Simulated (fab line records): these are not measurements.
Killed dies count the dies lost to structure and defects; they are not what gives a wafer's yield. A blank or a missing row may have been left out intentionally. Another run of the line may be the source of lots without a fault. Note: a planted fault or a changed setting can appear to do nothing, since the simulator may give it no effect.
Problem report, 8D (eight disciplines) form, completed by code    flow nandHarc    the parts of the form that need people (team, actions taken, sign-off) are left out

## 1. THE ISSUE
Wafers without a fault read 34.5 s, standard deviation 0.41; runLengthS at NHARC_A_WL_FILL_ETCHBACK_26 reads a mean of 31.4 s on 2 wafers belonging to 2 lots. That puts it -7.6 standard deviations away from the usual mean.
The step: etches the open film in HBr, target depth 52 nm, time 13.3 s.
First seen on wafer L589.6, day 19 00:15, on rieSi-01. The record has a number at this step for 40 wafers belonging to 14 lots. The rule behind "out" and "out of limits": a value lying over 4 standard deviations away from the usual mean. The rest of the wafers with a number are treated as sound.

## 2. WHAT IT IS; WHAT IT IS NOT
question                     is                 is not
which readings at this step  runLengthS         chamberPressureMTorr, drypumpMotorCurrentA, hbrFlowSccm, oesProductAu, throttleValvePct
which lots                   L589, L592         L578, L579, L580, L581, L584, L588, L593, L595, L597, L599, L600, L601
which wafers of those lots   L589.6, L592.6     L589.1, L592.1
read on which tools          rieSi-01           rieSi-04, rieSi-05
when                         from day 19 00:15  up to then (19 sound wafers); but 19 sound wafers of L592, L593, L595, L597, L599, L600, L601 came after

## 3. SUSPECTS, AND WHAT RULES EACH OUT
Counting: a tool at a process step up to the reading stays a suspect if it ran every lot that is out. Sound lots after the first of them don't rule it out here, since some wafers of a struck lot are sound.
- cvdW-01 at NHARC_A_WL_FILL_CVD_03 (deposits W, target thk 40 nm, time 3302 s): kept. It ran every lot that is out, first L589 (day 18 03:55); its last sound lot up to then is L584 (day 16 13:51).
- rieMetal-03 at NHARC_A_WL_FILL_ETCHBACK_04 (etches the open film in NF3, target depth 60 nm, time 120 s): kept. It ran every lot that is out, first L589 (day 18 07:15); its last sound lot up to then is L588 (day 17 20:50).
- rieSi-01 at NHARC_A_WL_FILL_ETCHBACK_26 (etches the open film in HBr, target depth 52 nm, time 13.3 s): kept. It ran every lot that is out, first L589 (day 19 00:15); its last sound lot up to then is L578 (day 15 20:46). On those wafers its own readings are out: runLengthS.
Still standing after the count: cvdW-01 at NHARC_A_WL_FILL_CVD_03, rieMetal-03 at NHARC_A_WL_FILL_ETCHBACK_04, rieSi-01 at NHARC_A_WL_FILL_ETCHBACK_26.

## 4. THE CAUSE (what the simulator had put in)
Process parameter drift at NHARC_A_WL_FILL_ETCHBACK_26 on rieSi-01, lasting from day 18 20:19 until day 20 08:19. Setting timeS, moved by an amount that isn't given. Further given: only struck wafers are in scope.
This tool is one of the 3 suspects left after counting.

## 5. SEQUENCE OF EFFECTS, ordered by route
One row per reading whose mean, taken over the struck wafers that have a number, lies over 3 standard deviations from the usual. Readings are gone through only where the record gives a usual standard deviation; hours: the median, over the lots, of the time from a lot's start at the first step in this table giving one to that lot's start at this step; sigmas: the change measured in usual standard deviations.
hours  step                         reading     usual   on struck wafers  change  sigmas
0      NHARC_A_WL_FILL_ETCHBACK_26  runLengthS  34.5 s  31.4              -3.1    -7.6
Process steps it contains:
- NHARC_A_WL_FILL_ETCHBACK_26: etches the open film in HBr, target depth 52 nm, time 13.3 s.

## 6. HOW IT WOULD HAVE BEEN CAUGHT EARLIER
First out-of-limits reading in this record: day 19 00:15, which is 4 hours after fault onset at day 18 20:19.
